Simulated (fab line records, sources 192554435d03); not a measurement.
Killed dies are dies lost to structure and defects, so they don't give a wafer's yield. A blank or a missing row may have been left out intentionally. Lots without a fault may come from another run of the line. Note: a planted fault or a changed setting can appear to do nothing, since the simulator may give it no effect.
The tool behind it: which one? / flow n5 finfet / Sampling: 9 lots, 27 wafers, 2 of 1938 route steps

== WHAT THE GAUGES READ, wafer by wafer ==
N5_BEOL_M2_OVL_MEAS_12.
lot=L474; measured=day 6 09:42; on=overlay-02; M2_OVL (nm)=0.1 1.2 0.6
lot=L475; measured=day 7 01:13; on=overlay-01; M2_OVL (nm)=-0.7 0.1 -0.2
lot=L481; measured=day 8 09:10; on=overlay-01; M2_OVL (nm)=1.7 0.9 0.4
lot=L483; measured=day 8 16:09; on=overlay-02; M2_OVL (nm)=-1.0 -0.9 -0.6
lot=L484; measured=day 8 21:12; on=overlay-01; M2_OVL (nm)=0.0 -0.6 -0.8
lot=L488; measured=day 10 00:49; on=overlay-02; M2_OVL (nm)=-2.0 -0.5 -0.3
lot=L492; measured=day 10 22:08; on=overlay-02; M2_OVL (nm)=7.9 7.8 6.6
lot=L493; measured=day 11 02:20; on=overlay-01; M2_OVL (nm)=6.5 7.2 7.2
lot=L497; measured=day 12 05:47; on=overlay-01; M2_OVL (nm)=0.7 0.6 0.3

== WHICH TOOL RAN EACH LOT (tool, then ch and the chambers of the sampled wafers, then the start) ==
lot=L474; N5_BEOL_M2_EXPOSE_08=euv scanner-01 ch 0, day 6 09:32
lot=L475; N5_BEOL_M2_EXPOSE_08=euv scanner-02 ch 0, day 7 01:03
lot=L481; N5_BEOL_M2_EXPOSE_08=euv scanner-01 ch 0, day 8 09:01
lot=L483; N5_BEOL_M2_EXPOSE_08=euv scanner-02 ch 0, day 8 15:59
lot=L484; N5_BEOL_M2_EXPOSE_08=euv scanner-02 ch 0, day 8 21:02
lot=L488; N5_BEOL_M2_EXPOSE_08=euv scanner-02 ch 0, day 10 00:39
lot=L492; N5_BEOL_M2_EXPOSE_08=euv scanner-02 ch 0, day 10 21:58
lot=L493; N5_BEOL_M2_EXPOSE_08=euv scanner-02 ch 0, day 11 02:11
lot=L497; N5_BEOL_M2_EXPOSE_08=euv scanner-01 ch 0, day 12 05:38
- N5_BEOL_M2_EXPOSE_08: exposes mask M2.

== THE ANSWER, worked out from the rows above alone ==
Rule: what is usual is taken from the lots themselves. The widest of any qualifying gaps counts: lots, ordered by their means at a reading, are off when they make up no more than a third of the lots, leave a main group of 4 or more, and stand apart from it by 3 or more times the standard deviation of that group's means. If all means in a main group match to the digits the tables above print for the reading, that group is not used. Also off: a lot with no number at a reading for which 4 or more lots have one. Any other lot the step has rows for is counted as sound.
Off: L492, L493, seen at N5_BEOL_M2_OVL_MEAS_12 (M2_OVL). Mean -0.0 nm and standard deviation 0.71 in the main group.
A tool fits if, at a process step before that reading, it ran every lot that is off, and no sound lot after the first of them. Gauges at N5_BEOL_M2_OVL_MEAS_12: tried the same way as those tools. One candidate fits, namely euv scanner-02 at N5_BEOL_M2_EXPOSE_08. Its last sound lot is L488 (day 10 00:39), its first lot that is off L492 (day 10 21:58): a fault that began between those two fits.

== WHAT HAD BEEN PUT IN BY THE SIMULATOR ==
Scanner matching overlay: euv scanner-02, from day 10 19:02 on, at N5_BEOL_M2_EXPOSE_08. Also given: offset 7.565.
Struck lots among those shown: L492, L493. The rule given above showed the same thing.
